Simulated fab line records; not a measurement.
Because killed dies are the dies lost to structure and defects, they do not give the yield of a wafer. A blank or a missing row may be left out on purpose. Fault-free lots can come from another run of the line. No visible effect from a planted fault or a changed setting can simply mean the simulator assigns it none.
fab line records | flow n5_finfet
record: lots: 10 wafers: 30 last_day: 20
route steps=1938 shown BEOL_M6@1210
lots that met no fault: taken from a fault-free run of the same line
start_h: hours from the record's opening day to when the first of the lot's shown wafers began | wait_h: time in hours since the lot's previous step | " unchanged from the row above | L1.1+2: one row covering several wafers at once | - no value, or no start given | * or withheld: withheld | < > ~ a bound
route shown NAME@n: NAME is a module with steps in the file, n the number in the route of the first one | usual: mean/standard deviation of fault-free wafers | same: alike in all rows | chamber/n: place in a boat | sites: each site's reading | _std_site: the values' standard deviation | _edge_site: the outer-site mean with the inner-site mean subtracted | radius_mm: for every site, how far away it sits from the centre of the wafer | mask NAME#n: copy n | behind: tool/chamber where the wafer was last shaped | hold: why the lot went on hold/how many hours it stayed there/how the hold came to an end | device: the n, p or np transistor that did not switch | end of line: tests run on the same wafers once the route is complete | a step without rows: its recipe alone | killed: at the first sort, the dies lost to defects and structure; wafer yield is something else | map: dies across one wafer; x = killed, . = not, _ = none there
set.NAME: the setting as run; set.NAME@STEP: as run at that earlier step | model.NAME: the simulator's own value behind a step, which no gauge read
the route's steps for a sample of lots (tables are steps, rows are wafers)
services: from which hour (start_h, from the record's first day; less than 0 if before it) a tool's chamber was out of use, for how many hours, and why
== steps ==
step: N5_BEOL_M6_DESCUM_16
recipe: chemistry: O2 time_s: 7.9 source_power_w: 50 bias_power_w: 20 pressure_mtorr: 20 rf_frequency_hz: 2.712e+07 temp_c: 40 resist: CAR-ArF o2_flow_sccm: 225
usual: drypump_motor_current_A: 5.50/0.23 oes_product_au: 0.78/0.075 rf_vpp_V: 243.1/1.4 showerhead_plenum_p_Torr: 2.09/0.069 throttle_valve_pct: 20.44/0.26
columns lot.wafer tool chamber start_h wait_h drypump_motor_current_A oes_product_au rf_hours_counter_h rf_vpp_V showerhead_plenum_p_Torr throttle_valve_pct
L675.2 rie_diel-03 3 209.66 0.0 5.30 0.85 57 244.3 2.13 20.70
L675.3 " 1 " " 5.47 0.87 51 243.0 2.12 20.01
L675.5 " 0 " " 5.48 0.72 - 243.6 2.09 20.42
L680.3 rie_diel-06 3 235.61 0.0 5.31 0.77 146 243.9 2.10 20.59
L680.5 " 1 " " 5.87 0.78 - 243.2 2.10 19.93
L680.6 " 0 " " 5.51 0.73 - 241.2 1.99 20.64
L686.1 rie_diel-06 0 296.96 0.0 5.55 0.71 225 241.4 1.98 20.68
L686.2 " 3 " " 5.29 0.76 172 242.4 2.09 20.64
L686.5 " 0 " " 5.54 0.71 - 242.3 1.98 20.68
L687.2 rie_diel-03 1 306.39 0.0 5.46 0.83 78 242.9 2.11 20.05
L687.4 " 0 " " 5.42 0.69 205 244.0 2.08 20.47
L687.6 " 0 " " 5.44 0.69 - 241.8 2.08 20.48
L688.2 rie_diel-06 1 306.99 0.1 5.90 0.75 133 244.2 2.09 19.99
L688.5 " 2 " " 5.24 0.69 - 242.0 2.07 20.25
L688.6 " 0 " " 5.54 0.71 - 241.9 1.98 20.69
L695.2 rie_diel-06 0 351.62 0.0 5.52 0.69 248 241.4 1.97 20.73
L695.3 " 1 " " 5.86 0.74 150 243.0 2.09 20.02
L695.5 " 3 " " 5.32 0.74 - 243.5 2.09 20.66
L693.3 rie_diel-05 1 353.42 0.4 5.56 0.85 57 244.9 2.13 20.44
L693.4 " 0 " " 5.11 0.71 - 243.1 2.16 20.84
L693.5 " 1 " " 5.57 0.86 - 242.7 2.13 20.46
L696.1 rie_diel-05 3 363.92 0.4 5.61 0.82 98 244.0 2.11 20.40
L696.4 " 3 " " 5.60 0.83 - 243.0 2.11 20.42
L696.5 " 0 " " 5.10 0.71 - 244.0 2.16 20.85
L698.1 rie_diel-05 3 372.99 0.0 5.59 0.82 101 243.2 2.11 20.41
L698.4 " 1 " " 5.53 0.84 66 242.9 2.13 20.47
L698.6 " 1 " " 5.55 0.84 - 242.0 2.13 20.46
L697.1 rie_diel-05 2 379.35 0.0 5.88 0.96 5 242.5 2.06 20.02
L697.4 " 1 " " 5.53 0.84 68 243.0 2.13 20.47
L697.6 " 1 " " 5.55 0.84 - 242.9 2.13 20.46
step: N5_BEOL_M6_CD_MEAS_18
recipe: pitch_nm: 80 target_cd_nm: 40
usual: cd_nm: 40.2/0.46
columns lot.wafer tool chamber start_h wait_h cd_nm
L675.2 cd_sem-02 - 210.14 0.1 40.1
L675.3 " - " " 39.3
L675.5 " - " " 39.3
L680.3 cd_sem-01 - 236.07 0.1 40.4
L680.5 " - " " 39.9
L680.6 " - " " 40.0
L686.1 cd_sem-01 - 297.42 0.0 39.7
L686.2 " - " " 40.3
L686.5 " - " " 39.4
L687.2 cd_sem-01 - 306.85 0.1 40.4
L687.4 " - " " 40.5
L687.6 " - " " 40.3
L688.2 cd_sem-02 - 307.62 0.1 39.9
L688.5 " - " " 39.8
L688.6 " - " " 40.1
L695.2 cd_sem-01 - 352.08 0.1 40.0
L695.3 " - " " 40.3
L695.5 " - " " 40.7
L693.3 cd_sem-01 - 353.88 0.1 40.8
L693.4 " - " " 41.0
L693.5 " - " " 40.1
L696.1 cd_sem-02 - 364.37 0.0 40.3
L696.4 " - " " 40.6
L696.5 " - " " 40.6
L698.1 cd_sem-03 - 373.45 0.0 40.7
L698.4 " - " " 40.4
L698.6 " - " " 40.2
L697.1 cd_sem-01 - 379.87 0.0 40.5
L697.4 " - " " 40.5
L697.6 " - " " 40.5
step: N5_BEOL_M6_ETCH_72
recipe: chemistry: N2/H2 target: underlayer target_depth_a: 65 mask_material: CAR-EUV time_s: 5.2 ion_energy_ev: 200 pressure_mtorr: 30 source_w: 840 bias_w: 150 n2_flow_sccm: 200 h2_flow_sccm: 200 ends: cleared
usual: bias_w: 150.0/0.47 chamber_pressure_mTorr: 30.01/0.04 drypump_motor_current_A: 5.48/0.22 etch_rf_on_time_s: 5.22/0.091 oes_product_au: 0.66/0.06 rf_vpp_V: 523.4/2.6 showerhead_plenum_p_Torr: 2.53/0.08 throttle_valve_pct: 17.86/0.22
columns lot.wafer tool chamber start_h wait_h bias_w chamber_pressure_mTorr drypump_motor_current_A etch_rf_on_time_s oes_product_au rf_hours_counter_h rf_vpp_V showerhead_plenum_p_Torr throttle_valve_pct
L675.2 rie_diel-03 1 212.32 0.0 150.2 30.06 5.43 5.15 0.74 52 524.3 2.57 17.51
L675.3 " 3 " " 150.9 29.98 5.29 5.17 0.73 58 526.3 2.58 18.03
L675.5 " 0 " " 149.7 29.98 5.43 5.27 0.62 - 520.2 2.54 17.80
L680.3 rie_diel-03 0 240.47 0.0 150.1 29.99 5.43 5.31 0.60 184 523.6 2.53 17.81
L680.5 " 0 " " 149.5 30.00 5.46 5.33 0.60 - 524.6 2.53 17.79
L680.6 " 3 " " 149.9 30.04 5.28 5.25 0.70 - 525.1 2.57 18.02
L686.1 rie_diel-05 1 302.06 0.0 149.6 29.99 5.58 4.98 0.76 38 525.9 2.59 17.87
L686.2 " 3 " " 150.5 29.93 5.59 5.10 0.74 73 524.9 2.57 17.77
L686.5 " 2 " " 150.9 30.00 5.94 5.37 0.59 - 522.7 2.50 17.74
L687.2 rie_diel-03 1 307.62 0.0 - - - - - - - - -
L687.4 " 0 " " - - - - - - - - -
L687.6 " 1 " " - - - - - - - - -
L688.2 rie_diel-06 0 308.24 0.0 - - - - - - - - -
L688.5 " 2 " " - - - - - - - - -
L688.6 " 1 " " - - - - - - - - -
L695.2 rie_diel-05 1 352.67 0.0 149.8 29.96 5.59 5.04 0.74 56 525.0 2.58 17.91
L695.3 " 3 " " 150.2 30.01 5.61 5.21 0.71 92 524.9 2.57 17.75
L695.5 " 1 " " 149.7 30.03 5.53 5.00 0.74 - 525.6 2.58 17.90
L693.3 rie_diel-05 3 356.44 0.0 150.2 30.00 5.60 5.17 0.71 94 525.1 2.57 17.79
L693.4 " 1 " " 149.9 30.04 5.58 5.01 0.73 - 521.3 2.58 17.89
L693.5 " 3 " " 149.8 30.05 5.62 5.17 0.70 - 523.8 2.57 17.78
L696.1 rie_diel-05 1 368.07 0.0 150.0 29.99 5.55 5.06 0.73 64 525.9 2.58 17.88
L696.4 " 0 " " 150.9 30.01 5.12 5.24 0.61 225 524.7 2.61 18.23
L696.5 " 0 " " 150.8 30.05 5.10 5.28 0.59 - 527.1 2.61 18.24
L698.1 rie_diel-05 2 374.28 0.0 151.1 29.99 5.94 5.11 0.82 3 524.7 2.50 17.31
L698.4 " 1 " " 150.1 30.03 5.60 5.00 0.72 66 525.4 2.58 17.91
L698.6 " 3 " " 150.2 30.00 5.63 5.19 0.69 - 524.9 2.56 17.79
L697.1 rie_diel-03 0 380.73 0.0 150.2 30.02 5.45 5.37 0.58 221 524.4 2.52 17.87
L697.4 " 2 " " 149.3 29.94 5.61 5.35 0.59 - 518.3 2.31 17.94
L697.6 " 3 " " 149.9 30.00 5.31 5.30 0.67 - 523.9 2.55 18.11
step: N5_BEOL_M6_ETCH_66
recipe: chemistry: N2/H2 target: SOC target_depth_a: 800 overetch_a: 160 mask_material: SiARC temp_c: 40 time_s: 120 ion_energy_ev: 200 pressure_mtorr: 30 source_w: 840 bias_w: 150 n2_flow_sccm: 200 h2_flow_sccm: 200
usual: bias_w: 150.0/0.47 chamber_pressure_mTorr: 29.997/0.025 drypump_motor_current_A: 5.48/0.21 oes_product_au: 0.59/0.05 rf_vpp_V: 523.5/2.4 showerhead_plenum_p_Torr: 2.53/0.08 throttle_valve_pct: 17.82/0.22
columns lot.wafer tool chamber start_h wait_h bias_w chamber_pressure_mTorr drypump_motor_current_A oes_product_au rf_hours_counter_h rf_vpp_V showerhead_plenum_p_Torr throttle_valve_pct
L675.2 rie_diel-03 1 212.36 0.0 149.7 29.986 5.46 0.65 52 524.9 2.57 17.44
L675.3 " 3 " " 149.8 29.981 5.26 0.65 58 524.4 2.58 17.99
L675.5 " 0 " " 149.8 29.991 5.45 0.55 - 524.7 2.54 17.74
L680.3 rie_diel-03 0 240.52 0.0 150.6 29.993 5.46 0.56 184 523.5 2.53 17.77
L680.5 " 0 " " 149.4 29.981 5.44 0.56 - 522.5 2.53 17.76
L680.6 " 3 " " 149.2 29.964 5.28 0.64 - 525.4 2.57 17.98
L686.1 rie_diel-05 1 302.11 0.0 150.5 30.025 5.59 0.67 38 525.6 2.59 17.82
L686.2 " 3 " " 149.8 30.020 5.60 0.65 73 524.5 2.57 17.69
L686.5 " 2 " " 150.6 29.986 5.92 0.53 - 524.0 2.51 17.70
L687.2 rie_diel-03 1 307.67 0.0 149.8 29.991 5.45 0.64 79 525.3 2.56 17.48
L687.4 " 0 " " 150.5 29.966 5.44 0.54 206 523.7 2.53 17.81
L687.6 " 1 " " 150.0 30.028 5.44 0.64 - 524.4 2.56 17.50
L688.2 rie_diel-06 0 308.28 0.0 150.0 30.050 5.52 0.54 230 520.6 2.40 18.04
L688.5 " 2 " " 149.9 29.980 5.28 0.53 - 522.1 2.51 17.67
L688.6 " 1 " " 149.7 29.982 5.87 0.58 - 525.0 2.55 17.54
L695.2 rie_diel-05 1 352.72 0.0 149.8 30.002 5.55 0.65 56 525.0 2.58 17.84
L695.3 " 3 " " 149.9 29.992 5.60 0.63 92 524.6 2.57 17.72
L695.5 " 1 " " 150.3 30.000 5.58 0.65 - 524.4 2.58 17.85
L693.3 rie_diel-05 3 356.48 0.0 150.7 29.983 5.59 0.63 94 524.6 2.57 17.74
L693.4 " 1 " " 150.3 30.026 5.58 0.65 - 524.2 2.58 17.85
L693.5 " 3 " " 149.3 30.014 5.60 0.63 - 522.5 2.57 17.74
L696.1 rie_diel-05 1 368.11 0.0 149.9 30.013 5.56 0.65 64 524.8 2.58 17.85
L696.4 " 0 " " 149.8 30.026 5.12 0.54 225 526.9 2.61 18.19
L696.5 " 0 " " 150.1 30.006 5.12 0.55 - 527.7 2.61 18.19
L698.1 rie_diel-05 2 374.33 0.0 150.5 29.986 5.91 0.74 3 523.2 2.50 17.29
L698.4 " 1 " " 150.3 30.029 5.59 0.64 66 524.3 2.58 17.85
L698.6 " 3 " " 150.3 30.014 5.63 0.62 - 523.6 2.56 17.75
L697.1 rie_diel-03 0 380.77 0.0 149.6 29.984 5.44 0.53 222 525.0 2.52 17.84
L697.4 " 2 " " 150.1 29.973 5.61 0.54 - 515.1 2.31 17.93
L697.6 " 3 " " 149.6 29.969 5.28 0.60 - 523.8 2.55 18.08
== services ==
columns tool chamber start_h hours kind
rie_diel-05 2 191.71 1.3 repair
rie_diel-06 2 285.04 20.5 repair
rie_diel-03 1 290.99 9.8 repair
rie_diel-05 0 297.70 19.9 repair
rie_diel-06 0 300.01 1.3 repair
rie_diel-06 3 303.75 16.3 repair
rie_diel-06 2 311.68 4.3 repair
rie_diel-06 - 315.30 0.9 repair
rie_diel-05 1 340.08 4.4 repair
rie_diel-05 2 342.03 3.2 repair
rie_diel-06 0 358.73 - clean
rie_diel-06 0 358.73 - consumable_replace:focus_ring
rie_diel-06 0 358.73 - consumable_replace:showerhead
rie_diel-06 0 358.73 18.1 scheduled_down
rie_diel-06 0 358.73 18.1 vent_cycle
rie_diel-03 1 369.64 16.3 repair
rie_diel-06 2 376.91 - clean
rie_diel-06 2 376.91 - consumable_replace:focus_ring
rie_diel-06 2 376.91 14.1 scheduled_down
rie_diel-06 2 376.91 14.1 vent_cycle
== key ==
first_sign: step: N5_BEOL_M6_ETCH_72 reading: tool_record direction: missing
effect none on later readings
met_at N5_BEOL_M6_ETCH_72
struck_lots L687,L688
not_acting_at N5_BEOL_M6_DESCUM_16,N5_BEOL_M6_CD_MEAS_18,N5_BEOL_M6_ETCH_66
onset_between 240.47 307.62
fault: kind: skipped_step_whole tool: rie_diel-03,rie_diel-06 chamber: - onset_h: 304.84 steps: N5_BEOL_M6_ETCH_72 scope: struck_lots_only
